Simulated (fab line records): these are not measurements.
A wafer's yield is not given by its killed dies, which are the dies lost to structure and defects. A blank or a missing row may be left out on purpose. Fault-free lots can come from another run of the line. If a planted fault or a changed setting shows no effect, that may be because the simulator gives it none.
fab line records	flow nand-harc
record lots=7	wafers=21	last-day=24
route steps=1159 shown A_STAIRCASE@717 A_SGD_CUT@747 END@1159
lots that met no fault: from a run of the same line without faults
start-h: hours from the record's first day to the start of the lot's first wafer shown	wait-h: hours since the lot's step before	" repeats the value in the row above	L1.1+2: one row covering several wafers at once	- no value, or no start given	* or withheld: withheld	< > ~ a bound
route shown NAME@n: names a module that has steps shown in the file, with the first one's number in the route	usual: mean and standard deviation over wafers with no fault	same: alike in all rows	chamber/n: place in a boat	sites: readings site by site	_std_site: standard deviation across them	_edge_site: outer sites' mean less inner sites'	radius-mm: for every site, how far away it sits from the centre of the wafer	mask NAME#n: copy n	behind: tool/chamber where the wafer was last shaped	hold: reason for holding the lot/hours on hold/outcome of the hold	device: names the non-switching transistor (n, p or np)	end of line: tests of these same wafers at the route's end	a step given without rows: its recipe and nothing more	killed: not the wafer's yield, but the dies lost to structure and defects at the first sort	map: a wafer's dies, x killed, . not, _ none there
set.NAME: the setting as run; set.NAME@STEP: as run at that earlier step	model.NAME: the simulator's own value behind a step, which no gauge read
lots at some steps of the route; a table a step, a row a wafer
services: the hour from which a tool's chamber was out of use, counted from the record's first day as start-h (under 0 if before that day), plus the number of hours and why
## steps
# step NHARC_A_STAIRCASE_HMDS_434
# recipe time-s=30
# step NHARC_A_STAIRCASE_COAT_435
# recipe spin-rpm=1200
# step NHARC_A_STAIRCASE_SOFTBAKE_436
# recipe temp-c=135	time-s=170
# step NHARC_A_STAIRCASE_EBR_437
# step NHARC_A_STAIRCASE_EXPOSE_438
# recipe na=0.5	dose-mj=28.97	mask-id=STAIR_REV
# step NHARC_A_STAIRCASE_PEB_439
# recipe peb-temp-c=115	peb-time-s=130
# step NHARC_A_STAIRCASE_DEVELOP_440
# recipe time-s=140
# step NHARC_A_STAIRCASE_HARDBAKE_442
# recipe temp-c=120	time-s=140
# step NHARC_A_STAIRCASE_DESCUM_443
# recipe time-s=3	o2-flow-sccm=200	ar-flow-sccm=0	bias-power-w=0	chemistry=O2
# usual drypump-motor-current-A=5.6/0.45	oes-product-au=1.001/0.015	rf-vpp-V=57.6/0.84	showerhead-plenum-p-Torr=1.90/0.092	throttle-valve-pct=11.311/0.0083
lot.wafer	tool	chamber	start-h	wait-h	drypump-motor-current-A	oes-product-au	rf-hours-counter-h	rf-vpp-V	showerhead-plenum-p-Torr	throttle-valve-pct
L561.3	rie-diel-01	3	298.01	-	5.0	0.996	53	57.4	1.80	11.310
L561.2	"	0	"	"	5.8	0.994	51	57.6	1.97	11.310
L561.4	"	1	"	"	5.3	1.017	53	57.9	2.06	11.306
L563.1	rie-diel-02	2	310.53	-	5.8	0.984	54	57.0	1.76	11.304
L563.3	"	3	"	"	5.2	1.010	53	55.9	1.80	11.296
L563.6	"	2	"	"	5.8	0.973	-	56.3	1.76	11.297
L569.2	rie-diel-01	3	351.26	-	5.0	0.983	12	56.8	1.80	11.301
L569.4	"	1	"	"	5.3	0.986	12	57.4	2.05	11.301
L569.6	"	2	"	"	6.1	1.009	-	58.2	1.94	11.307
L568.1	rie-diel-02	1	351.42	-	6.3	0.994	6	57.2	1.82	11.308
L568.2	"	3	"	"	5.2	1.031	5	57.7	1.79	11.317
L568.6	"	0	"	"	6.2	1.000	-	58.3	1.77	11.315
L574.1	rie-diel-02	3	378.11	-	5.2	1.027	10	58.3	1.79	11.308
L574.2	"	1	"	"	6.3	1.008	15	56.1	1.81	11.315
L574.4	"	2	"	"	5.8	0.999	15	57.9	2.07	11.311
L580.3	rie-diel-01	0	412.95	-	5.8	0.986	32	58.2	1.95	11.310
L580.4	"	1	"	"	5.3	0.992	35	57.6	2.04	11.309
L580.5	"	0	"	"	5.8	0.981	-	57.2	1.95	11.320
L582.4	rie-diel-01	0	429.09	-	5.8	1.001	37	58.4	1.95	11.314
L582.1	"	1	"	"	5.3	0.999	41	58.9	2.04	11.298
L582.5	"	0	"	"	5.8	0.990	-	57.1	1.95	11.319
# step NHARC_A_STAIRCASE_ETCH_444
# recipe target-depth-a=1.02e+05	time-s=3400	c4f8-flow-sccm=20	o2-flow-sccm=10	ar-flow-sccm=withheld	rf-w=600	bias-w=1000	chemistry=C4F8/O2
# step NHARC_A_STAIRCASE_STRIP_446
# recipe power-w=1500	temp-c=250	chemistry=O2
# usual drypump-motor-current-A=5.5/0.33	heater-power-w=339/12
lot.wafer	tool	chamber	start-h	wait-h	drypump-motor-current-A	heater-power-w	rf-hours-counter-h
L561.2	plasma-asher-02	1	300.60	0.2	5.0	335	26
L561.4	"	0	"	"	6.0	343	-
L561.3	"	1	"	"	5.1	338	-
L563.1	plasma-asher-02	0	313.43	0.1	6.0	340	30
L563.3	"	0	"	"	5.9	347	-
L563.6	"	0	"	"	5.9	343	-
L569.2	plasma-asher-02	1	353.71	0.1	5.1	335	45
L569.4	"	1	"	"	5.1	327	-
L569.6	"	1	"	"	5.1	330	-
L568.2	plasma-asher-02	0	353.99	0.3	5.9	345	45
L568.1	"	1	"	"	5.1	336	45
L568.6	"	1	"	"	5.1	338	-
L574.2	plasma-asher-02	0	380.45	0.0	5.9	340	3
L574.1	"	1	"	"	5.1	355	3
L574.4	"	1	"	"	5.1	349	-
L580.4	plasma-asher-01	0	415.40	0.1	5.7	347	-
L580.3	"	1	"	"	5.3	324	-
L580.5	"	0	"	"	5.7	344	-
L582.1	plasma-asher-01	0	431.50	0.1	5.7	351	54
L582.4	"	1	"	"	5.3	313	-
L582.5	"	1	"	"	5.3	323	-
# step NHARC_A_STAIRCASE_STRIP_447
# recipe time-s=900	temp-c=130	chemistry=SPM
# step NHARC_A_STAIRCASE_PRECLEAN_448
# recipe time-s=*	temp-c=50	bath-age-min=0	chemistry=SC1
# step NHARC_A_STAIRCASE_SRD_449
# step NHARC_A_STAIRCASE_CMP_450
# recipe target-thk-nm=200	material=SiO2
# usual motor-current-A=12.2/1.2	retaining-ring-pressure-frac=0.999/0.0052
lot.wafer	tool	chamber	start-h	wait-h	motor-current-A	retaining-ring-pressure-frac
L561.4	cmp-02	0	301.36	-	10.3	1.004
L561.2	"	1	"	"	13.3	1.000
L561.3	"	2	"	"	12.1	0.997
L563.3	cmp-01	1	314.19	-	13.2	1.002
L563.1	"	3	"	"	13.1	0.999
L563.6	"	2	"	"	9.6	0.998
L569.2	cmp-03	2	354.55	-	12.6	0.996
L569.4	"	3	"	"	13.3	0.995
L569.6	"	1	"	"	12.3	0.998
L568.2	cmp-01	0	354.80	-	11.4	0.995
L568.1	"	2	"	"	9.5	0.998
L568.6	"	0	"	"	11.1	1.005
L574.1	cmp-02	1	381.26	-	13.7	0.995
L574.2	"	2	"	"	12.7	1.003
L574.4	"	3	"	"	12.5	0.996
L580.4	cmp-01	3	416.19	-	13.1	1.002
L580.3	"	2	"	"	10.2	0.998
L580.5	"	3	"	"	12.9	0.993
L582.4	cmp-01	3	432.28	-	12.9	1.003
L582.1	"	0	"	"	11.2	0.988
L582.5	"	2	"	"	9.7	1.003
# step NHARC_A_STAIRCASE_CMP_152
# usual motor-current-A=12.2/1.2	retaining-ring-pressure-frac=1.000/0.0048
lot.wafer	tool	chamber	start-h	wait-h	motor-current-A	retaining-ring-pressure-frac
L561.4	cmp-02	0	301.44	0.1	10.1	0.993
L561.2	"	1	"	"	14.2	1.000
L561.3	"	2	"	"	12.8	1.003
L563.3	cmp-01	1	314.26	0.1	13.7	0.989
L563.1	"	3	"	"	12.9	1.007
L563.6	"	2	"	"	9.6	0.999
L569.2	cmp-03	2	354.62	0.1	12.2	0.993
L569.4	"	3	"	"	13.7	0.995
L569.6	"	1	"	"	12.3	1.005
L568.2	cmp-01	0	354.87	0.1	11.5	0.991
L568.1	"	2	"	"	9.3	0.990
L568.6	"	0	"	"	11.2	1.005
L574.1	cmp-02	1	381.34	0.1	13.4	1.003
L574.2	"	2	"	"	12.4	1.006
L574.4	"	3	"	"	12.3	1.009
L580.4	cmp-01	3	416.27	0.1	13.0	1.007
L580.3	"	2	"	"	9.6	0.996
L580.5	"	3	"	"	13.2	1.001
L582.4	cmp-01	3	432.36	0.1	12.9	1.000
L582.1	"	0	"	"	11.6	0.994
L582.5	"	2	"	"	9.9	1.001
# step NHARC_A_STAIRCASE_SRD_154
# step NHARC_A_STAIRCASE_ETCH_403
# recipe target-depth-a=1082	chemistry=dHF	material=SiO2
# step NHARC_A_STAIRCASE_ETCHBACK_422
# recipe target-depth-a=400	over-etch-frac=0.3	time-s=74.286	ion-energy-ev=120	ch3f-flow-sccm=50	o2-flow-sccm=30	ar-flow-sccm=200	rf-w=500	bias-w=100	chemistry=CH3F/O2
# step NHARC_A_STAIRCASE_ETCH_423
# recipe target-depth-a=300	chemistry=dHF	material=SiO2
# step NHARC_A_STAIRCASE_ETCHBACK_157
# recipe target-depth-a=900	over-etch-frac=0.3	time-s=167.14	ion-energy-ev=120	ch3f-flow-sccm=50	o2-flow-sccm=30	ar-flow-sccm=200	rf-w=500	bias-w=100	chemistry=CH3F/O2
# usual drypump-motor-current-A=5.7/0.46	oes-product-au=0.97/0.035	rf-vpp-V=244.3/1.8	showerhead-plenum-p-Torr=2.45/0.12	throttle-valve-pct=20.661/0.0094
lot.wafer	tool	chamber	start-h	wait-h	drypump-motor-current-A	oes-product-au	rf-hours-counter-h	rf-vpp-V	showerhead-plenum-p-Torr	throttle-valve-pct
L561.3	rie-diel-02	2	302.26	0.1	5.8	0.91	51	241.5	2.27	20.672
L561.4	"	0	"	"	6.2	0.93	55	241.4	2.29	20.651
L561.2	"	1	"	"	6.3	0.92	55	242.7	2.35	20.653
L563.3	rie-diel-04	3	315.10	0.1	5.6	0.98	3	244.6	2.48	20.678
L563.1	"	0	"	"	5.0	0.99	4	245.2	2.58	20.676
L563.6	"	0	"	"	5.0	0.99	-	246.3	2.58	20.659
L569.2	rie-diel-01	0	355.50	0.2	5.8	1.00	15	244.4	2.51	20.664
L569.4	"	2	"	"	6.2	1.01	10	244.6	2.50	20.667
L569.6	"	0	"	"	5.8	1.00	-	245.6	2.52	20.670
L568.1	rie-diel-02	1	355.78	0.1	6.3	1.00	7	243.7	2.34	20.656
L568.2	"	2	"	"	5.8	0.98	7	246.8	2.66	20.662
L568.6	"	2	"	"	5.9	0.99	-	245.5	2.66	20.662
L574.4	rie-diel-02	3	382.15	0.2	5.2	1.01	12	242.2	2.31	20.673
L574.1	"	0	"	"	6.2	0.99	19	241.4	2.28	20.660
L574.2	"	1	"	"	6.3	0.99	19	241.8	2.34	20.655
L580.4	rie-diel-02	0	417.08	0.2	6.2	0.94	31	241.5	2.28	20.667
L580.3	"	1	"	"	6.3	0.92	30	242.9	2.33	20.677
L580.5	"	0	"	"	6.2	0.94	-	242.0	2.28	20.664
L582.4	rie-diel-04	0	433.17	0.2	5.0	0.93	53	245.5	2.56	20.659
L582.1	"	2	"	"	5.4	0.93	53	242.6	2.39	20.658
L582.5	"	1	"	"	6.0	0.94	-	244.2	2.47	20.672
# step NHARC_A_STAIRCASE_STRIP_475
# recipe time-s=20	o2-flow-sccm=500	ar-flow-sccm=0	bias-w=0	chemistry=O2
# step NHARC_A_STAIRCASE_DEP_471
# recipe target-thk-a=1000	temp-c=400	pressure-torr=6.5	rf-w=900	teos-flow-sccm=161.4	flow-sccm=2650	target-thk-nm=100	gas=O2	material=SiO2
# usual heater-power-w=613/120	throttle-valve-pct=15.8/0.35
lot.wafer	tool	chamber	start-h	wait-h	heater-power-w	throttle-valve-pct
L561.2	pecvd-04	0	302.72	-	530	15.9
L561.3	"	2	"	"	480	15.8
L561.4	"	0	"	"	528	16.0
L563.1	pecvd-03	1	315.38	-	545	15.1
L563.3	"	2	"	"	532	15.5
L563.6	"	1	"	"	548	15.2
L569.2	pecvd-04	2	355.85	-	497	16.2
L569.6	"	1	"	"	688	15.4
L569.4	"	2	"	"	487	15.8
L568.1	pecvd-01	1	356.14	-	627	16.5
L568.2	"	2	"	"	627	16.2
L568.6	"	0	"	"	859	15.9
L574.2	pecvd-03	1	382.46	-	513	15.4
L574.1	"	2	"	"	473	15.5
L574.4	"	2	"	"	480	15.5
L580.3	pecvd-04	1	417.37	-	629	15.4
L580.5	"	2	"	"	430	15.6
L580.4	"	0	"	"	422	15.6
L582.1	pecvd-03	2	433.51	-	532	15.7
L582.4	"	1	"	"	648	15.4
L582.5	"	2	"	"	537	15.8
# step NHARC_A_STAIRCASE_CMP_472
# recipe material=SiO2
# step NHARC_A_STAIRCASE_SRD_474
# step NHARC_A_SGD_CUT_DEP_00
# recipe target-thk-a=500	temp-c=400	target-thk-nm=50	flow-sccm=200	rf-w=450	material=SiNx
# step NHARC_A_SGD_CUT_DEHYDRATE_01
# recipe temp-c=150	time-s=120
# step NHARC_A_SGD_CUT_HMDS_02
# recipe time-s=30
# step NHARC_A_SGD_CUT_COAT_56
# recipe temp-c=260	time-s=75
# step NHARC_A_SGD_CUT_COAT_57
# recipe temp-c=225	time-s=65
# step NHARC_A_SGD_CUT_COAT_03
# recipe spin-rpm=1500	resist-thk-nm=90
# step NHARC_A_SGD_CUT_SOFTBAKE_04
# recipe temp-c=105	time-s=55
# step NHARC_A_SGD_CUT_EBR_05
# step NHARC_A_SGD_CUT_EXPOSE_06
# recipe na=1.35	dose-mj=85.59	mask-id=SGD
# step NHARC_A_SGD_CUT_PEB_07
# recipe peb-temp-c=100	peb-time-s=65
# step NHARC_A_SGD_CUT_DEVELOP_08
# recipe develop-time-s=35	dev-temp-c=23
# step NHARC_A_SGD_CUT_CD_MEAS_09
# recipe target-cd-nm=100	landing-energy-ev=500
# usual cd-nm=100.4/0.7
# same landing-energy-ev=500
lot.wafer	tool	chamber	start-h	wait-h	cd-nm
L561.2	cd-sem-01	0	304.13	-	99.9
L561.3	"	0	"	"	101.8
L561.4	"	0	"	"	99.1
L563.1	cd-sem-01	0	316.78	-	99.3
L563.3	"	0	"	"	101.1
L563.6	"	0	"	"	100.7
L569.2	cd-sem-01	0	357.20	-	101.7
L569.4	"	0	"	"	100.4
L569.6	"	0	"	"	101.4
L568.1	cd-sem-03	0	357.58	-	101.0
L568.2	"	0	"	"	100.1
L568.6	"	0	"	"	100.9
L574.1	cd-sem-02	0	384.05	-	101.1
L574.2	"	0	"	"	99.9
L574.4	"	0	"	"	100.3
L580.3	cd-sem-03	0	418.78	-	99.8
L580.4	"	0	"	"	100.9
L580.5	"	0	"	"	100.6
L582.1	cd-sem-02	0	434.86	-	100.1
L582.4	"	0	"	"	100.4
L582.5	"	0	"	"	100.3
# step NHARC_END_SORT_01
# recipe temp-c=25
# usual killed-at-array=31/11	killed-at-other=0.5/0.78	killed-at-periphery=3.0/2	killed-dies=34/12	killed-open=3.2/2	killed-short=1.9/1.6
# same gross-dies=677
lot.wafer	tool	chamber	start-h	wait-h	killed-at-array	killed-at-other	killed-at-periphery	killed-dies	killed-open	killed-short
L563.1	prober-02	0	461.19	2.5	34	0	3	37	2	4
L563.3	prober-02	0	462.75	3.0	33	0	0	33	2	1
L563.6	prober-02	0	465.09	3.9	29	1	7	37	5	1
L568.1	prober-01	0	489.45	2.5	81	0	1	82	3	0
L568.2	prober-01	0	490.27	2.8	105	4	0	109	1	2
L568.6	prober-01	0	493.54	4.1	77	1	1	79	2	2
L569.2	prober-02	0	497.89	2.8	76	0	4	80	4	2
L569.4	prober-02	0	499.49	3.4	81	0	1	82	2	1
L569.6	prober-02	0	501.09	4.0	82	1	1	84	2	1
L574.1	prober-01	0	517.79	2.5	72	1	2	75	4	1
L574.2	prober-01	0	518.60	2.8	91	1	2	94	1	0
L574.4	prober-01	0	520.21	3.4	73	0	6	79	2	4
# killed by level:class
L563.1 A_CHANNEL_HOLE_D1:chamber-film-flake=17 A_SLIT:chamber-film-flake=7 A_WL_FILL:chamber-film-flake=3 A_CONTACT:chamber-film-flake=2 P_GATE:geometric-particle:short=1 P_M1:geometric-particle:short=1 A_CHANNEL_FILL_D1:geometric-particle:short=1 A_WL_FILL:geometric-particle:open=1
L563.3 A_SLIT:chamber-film-flake=10 A_CHANNEL_HOLE_D1:chamber-film-flake=6 A_WL_FILL:chamber-film-flake=5 A_CONTACT:chamber-film-flake=5 A_STAIRCASE:chamber-film-flake=3 A_ONON_D1:geometric-particle:short=1 A_WL_FILL:geometric-particle:open=1 A_M0:geometric-particle:open=1
L563.6 A_CHANNEL_HOLE_D1:chamber-film-flake=11 A_SLIT:chamber-film-flake=7 A_STAIRCASE:chamber-film-flake=4 P_BONDPAD:chamber-film-flake=3 P_CONTACT:geometric-particle:open=2 A_WL_FILL:chamber-film-flake=2 P_GATE:chamber-film-flake=2 A_ONON_D1:geometric-particle:open=1
L568.1 A_STAIRCASE:unspecified=41 A_SLIT:chamber-film-flake=17 A_CHANNEL_HOLE_D1:chamber-film-flake=13 A_STAIRCASE:chamber-film-flake=4 A_CONTACT:chamber-film-flake=2 A_ONON_D1:geometric-particle:open=1 A_WL_FILL:geometric-particle:open=1 A_M1:geometric-particle:open=1
L568.2 A_STAIRCASE:unspecified=73 A_SLIT:chamber-film-flake=12 A_CHANNEL_HOLE_D1:chamber-film-flake=10 THIN_TSV:chamber-film-flake=4 A_WL_FILL:chamber-film-flake=2 A_CHANNEL_FILL_D1:chamber-film-flake=2 A_STAIRCASE:chamber-film-flake=2 A_ONON_D1:geometric-particle:short=1
L568.6 A_STAIRCASE:unspecified=42 A_SLIT:chamber-film-flake=15 A_CHANNEL_HOLE_D1:chamber-film-flake=11 A_STAIRCASE:chamber-film-flake=5 A_CONTACT:chamber-film-flake=2 P_M2:geometric-particle:open=1 A_CHANNEL_FILL_D1:geometric-particle:short=1 A_WL_FILL:geometric-particle:short=1
L569.2 A_STAIRCASE:unspecified=43 A_SLIT:chamber-film-flake=12 A_CHANNEL_HOLE_D1:chamber-film-flake=9 A_STAIRCASE:chamber-film-flake=4 P_ZERO_WELL:chamber-film-flake=3 A_CONTACT:chamber-film-flake=3 P_CONTACT:geometric-particle:short=1 A_SOURCE_PLATE:geometric-particle:open=1
L569.4 A_STAIRCASE:unspecified=40 A_CHANNEL_HOLE_D1:chamber-film-flake=15 A_SLIT:chamber-film-flake=15 A_STAIRCASE:chamber-film-flake=4 A_CONTACT:chamber-film-flake=4 A_CHANNEL_FILL_D1:geometric-particle:short=1 A_CONTACT:geometric-particle:open=1 A_M0:geometric-particle:open=1
L569.6 A_STAIRCASE:unspecified=40 A_CHANNEL_HOLE_D1:chamber-film-flake=18 A_SLIT:chamber-film-flake=14 A_STAIRCASE:chamber-film-flake=8 P_GATE:geometric-particle:short=1 A_M0:geometric-particle:open=1 STARTING-WAFER:geometric-particle:open=1 A_CONTACT:chamber-film-flake=1
L574.1 A_STAIRCASE:unspecified=46 A_SLIT:chamber-film-flake=14 A_CHANNEL_HOLE_D1:chamber-film-flake=6 A_CONTACT:chamber-film-flake=2 P_CONTACT:geometric-particle:open=1 A_WL_FILL:geometric-particle:open=1 A_BLC:geometric-particle:open=1 A_M1:geometric-particle:open=1
L574.2 A_STAIRCASE:unspecified=77 A_SLIT:chamber-film-flake=13 A_ONON_D1:geometric-particle:open=1 P_ZERO_WELL:chamber-film-flake=1 P_STI:chamber-film-flake=1 THIN_TSV:chamber-film-flake=1
L574.4 A_STAIRCASE:unspecified=45 A_SLIT:chamber-film-flake=13 A_CHANNEL_HOLE_D1:chamber-film-flake=8 A_CONTACT:chamber-film-flake=3 P_STI:chamber-film-flake=2 P_M0:geometric-particle:open=1 P_M0:geometric-particle:short=1 A_SOURCE_PLATE:geometric-particle:short=1
# map L568.2 (x killed, . not)
____________.____________
_________......._________
_______..........._______
______.............______
_____..............._____
____.................____
____..........x.x....____
___x.........x........___
___...........x..x....___
__.....................__
__.....................__
_..................x...._
_....................x.._
_.............x.x......._
_.................x..x.._
_...............xx......_
...............x..xxx....
...............x..x.x.x..
....................xx...
....................x.xx.
.................xxxxxxx.
_................xxxxxxx_
_.............x.x.xxxxxx_
_...............xxxxxxxx_
_......x........xxxxxxxx_
_............x..xxxxxxxx_
__x.............xxxxxxx__
__...............xxxxxx__
___..............xxxxx___
___...........x.xxxxxx___
____...............xx____
____........x......xx____
_____..............x_____
______...........x.______
_______..........._______
_________....x.._________
____________.____________
# map L569.6 (x killed, . not)
____________.____________
_________......._________
_______..........._______
______.............______
_____..............._____
____.................____
____.................____
___...................___
___...................___
__.....................__
__...............x.....__
_......................._
_........x......x......._
_.................x....._
_..................x...._
_.................x....._
.................x.x.....
.....x..........xxxx.....
...............xx........
...............x.x.......
.........................
_......................._
_..................x...._
_x......................_
_..............xxxx...x._
_.............x..x......_
__..x.....x.....xx.....__
__....xx.......xxxx....__
___xxxx.x......xxxx...___
___xxxxx.xx......x.x..___
____xxxxxx...........____
____xxxxxx...x.......____
_____xxxxx.x..x....._____
______xxxxx.x......______
_______xxx........_______
_________x......_________
____________.____________
## services
tool	chamber	start-h	hours	kind
plasma-asher-01	-	276.00	9.0	pm
cmp-01	-	277.51	4.0	pm
cmp-01	-	284.93	3.4	repair
cmp-02	-	286.78	0.8	repair
rie-diel-04	-	288.97	9.0	pm
pecvd-03	-	292.61	13.0	pm
cmp-03	-	296.32	3.3	repair
cmp-02	-	296.91	1.6	repair
cmp-03	-	307.59	4.0	pm
rie-diel-02	0	310.33	8.5	repair
cmp-03	-	313.84	3.7	repair
rie-diel-01	-	314.81	9.0	pm
rie-diel-01	2	323.83	8.6	repair
cmp-02	-	324.62	4.0	pm
rie-diel-02	-	327.70	9.0	pm
cmp-03	-	343.86	3.5	repair
rie-diel-02	3	355.46	16.0	repair
pecvd-04	2	358.48	14.3	repair
plasma-asher-02	-	360.22	9.0	pm
cmp-02	-	363.93	2.3	repair
cmp-01	-	375.52	4.0	pm
pecvd-04	-	376.33	13.0	pm
rie-diel-01	0	390.21	8.2	repair
cmp-02	-	422.62	4.0	pm
## key
first-sign step=NHARC_END_SORT_01	reading=killed-at-array	direction=up	sigmas=4.6	usual=31	struck=82
effect step=NHARC_END_SORT_01	reading=killed-dies	direction=up	sigmas=4.4	usual=34	struck=85
more-kills-born-at NHARC_A_STAIRCASE_STRIP_446@plasma-asher-02=447
met-at NHARC_A_STAIRCASE_STRIP_446
struck-wafers L568.1,L568.2,L568.6,L569.2,L569.4,L569.6,L574.1,L574.2,L574.4
tester-left-out L568,L569,L574
fault kind=chamber-particle-source	tool=plasma-asher-02	chamber=-	onset-h=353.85	steps=NHARC_A_STAIRCASE_STRIP_446	rate-per-visit-cm2=1.2353	end-h=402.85
# tester-left-out: of these lots the tester's yield and bins aren't shown, on N5 and GAA mostly nor the transistor test; their killed dies are dies lost to structure and defects alone, not to doping, threshold or leakage, so they don't give the yield
